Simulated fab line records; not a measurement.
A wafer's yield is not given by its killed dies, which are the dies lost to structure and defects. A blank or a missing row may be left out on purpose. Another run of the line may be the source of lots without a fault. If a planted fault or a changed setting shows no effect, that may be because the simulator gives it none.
The same fault as seen by 2 desks -- flow n5_finfet -- each desk holds nothing but its own numbers, with what lay behind them at the end

## AT THE TOOL OWNER'S DESK: litho_track-02
The tool's own readings at N5_WELL_APT_COAT_19 (resist thk 950 nm): means of the sampled wafers that have a number, for each lot that ran on this tool. A lot is out of limits, marked OUT, if its mean lies more than 4 standard deviations from the usual mean; the brackets give that distance.
Columns: A = chill_plate_temp_C at N5_WELL_APT_COAT_19, usual 23.01 C; B = dispense_pressure_kPa at N5_WELL_APT_COAT_19, usual 51.2 kPa
lot,first seen here,A,B
L782,day 2 02:49,22.95,51.0
L796,day 5 14:51,23.04,50.9
L799,day 6 08:41,23.03,50.9
L802,day 7 02:35,23.11,50.9
L803,day 7 08:41,22.79,50.8
Finding of this desk: none of the 5 lots has anything out of limits.

## AT THE METROLOGY DESK
What the gauges read for every lot (on any tool): the sampled wafers with a number, averaged. A lot is out of limits, marked OUT, if its mean lies more than 4 standard deviations from the usual mean; the brackets give that distance. Shown here are 7 of its 12 readings, the ones lying furthest out on some lot.
Columns: A = cd_nm at N5_WELL_APT_CD_MEAS_08, usual 199.9 nm; B = DIBL_P at N5_BEOL_M4_RC_MEAS_101, usual 38 mV/V; C = IOFF_N at N5_BEOL_M4_RC_MEAS_101, usual 0.18 nA/um; D = IOFF_P at N5_BEOL_M4_RC_MEAS_101, usual 0.25 nA/um; E = SS_N at N5_BEOL_M4_RC_MEAS_101, usual 71.7 mV/dec; F = VT_N at N5_BEOL_M4_RC_MEAS_101, usual 249 mV; G = VT_P at N5_BEOL_M4_RC_MEAS_101, usual -248 mV
lot,first seen here,A,B,C,D,E,F,G
L782,day 2 01:49,198.5,35,0.15,0.23,71.3,247,-248
L785,day 2 19:36,199.3,34,0.13,0.21,71.3,253,-248
L791,day 4 07:41,199.8,-,-,-,-,-,-
L792,day 4 13:52,200.4,-,-,-,-,-,-
L796,day 5 13:47,200.9,40,0.22,0.33,72.3,245,-242
L799,day 6 07:49,195.4,38,0.16,0.21,71.4,250,-252
L800,day 6 18:06,199.8,36,0.14,0.20,71.5,254,-252
L802,day 7 01:41,200.6,40,0.20,0.27,71.5,246,-246
L803,day 7 07:49,201.6,41,0.24,0.30,72.6,244,-245
Finding of this desk: none of the 9 lots has anything out of limits.

## ALL TOGETHER
The tool owner's desk saw nothing out of limits.
Nothing out of limits was seen by the metrology desk.

## WHAT WAS PUT IN BY THE SIMULATOR
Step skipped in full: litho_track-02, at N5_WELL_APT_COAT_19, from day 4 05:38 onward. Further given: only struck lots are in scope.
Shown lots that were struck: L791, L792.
